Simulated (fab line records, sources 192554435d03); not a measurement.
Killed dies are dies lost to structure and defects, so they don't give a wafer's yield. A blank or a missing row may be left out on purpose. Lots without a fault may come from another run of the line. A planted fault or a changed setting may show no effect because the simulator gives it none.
Problem report in the 8D (eight disciplines) form, filled by code | flow n5_finfet | the parts of the form that need people (team, actions taken, sign-off) are left out

1. THE PROBLEM
plate_temp_C at N5_BEOL_M14_COAT_65 reads a mean of 244.34 C on 6 wafers of 2 lots; wafers without a fault read 249.97 C with a standard deviation of 0.18. That is -31 standard deviations from the usual mean.
The step: time 60 s, resist thk 450 nm.
First seen on wafer L425.2, day 14 17:47, on litho_track-04. The record holds 18 wafers of 6 lots with a number at this step. Rule for "out", or "out of limits": more than 4 standard deviations from the usual mean. The other wafers with a number count as sound.

2. WHAT IT IS AND WHAT IT IS NOT
question                    | is                                 | is not
which readings at this step | plate_temp_C, heater_power_total_W | resist_line_temp_C
which lots                  | L425, L427                         | L412, L422, L423, L434
which wafers of those lots  | all that have a number             | -
read on which tools         | litho_track-04                     | litho_track-01, litho_track-03
when                        | from day 14 17:47                  | up to then (9 sound wafers); but 3 sound wafers of L434 came after

3. SUSPECTS, AND WHAT RULES EACH OUT
Counting: a tool at a process step up to the reading stays a suspect if it ran every lot that is out and no sound lot after the first of them.
- litho_track-04 at N5_BEOL_M14_COAT_65 (time 60 s, resist thk 450 nm): kept. It ran every lot that is out, first L425 (day 14 17:47), and no sound lot after that; its last sound lot up to then is L412 (day 11 18:57). Its own readings are out on those wafers: heater_power_total_W, plate_temp_C.
Left after counting: litho_track-04 at N5_BEOL_M14_COAT_65.

4. THE CAUSE (what the simulator had put in)
Process parameter drift: litho_track-04, from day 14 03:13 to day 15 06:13, at N5_BEOL_M14_COAT_65. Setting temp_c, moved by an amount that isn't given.
Counting left only this tool.

5. THE CHAIN OF EFFECTS, in route order
Each row: a reading whose mean over the struck wafers that have a number lies more than 3 standard deviations from the usual. Only readings for which the record gives a usual standard deviation are gone through. hours: the time from each lot's start at the first step in this table that gives one to its start at this step, as a median over the lots. sigmas: the change in usual standard deviations.
hours | step                | reading              | usual    | on struck wafers | change | sigmas
0     | N5_BEOL_M14_COAT_65 | heater_power_total_W | 500.5 W  | 486.4            | -14.1  | -7.8
0     | N5_BEOL_M14_COAT_65 | plate_temp_C         | 249.97 C | 244.34           | -5.63  | -31
The process steps in it:
- N5_BEOL_M14_COAT_65: time 60 s, resist thk 450 nm.

6. WHAT WOULD HAVE CAUGHT IT SOONER
In this record the first reading out of limits was taken at day 14 17:47, 15 hours after the fault began at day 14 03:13.
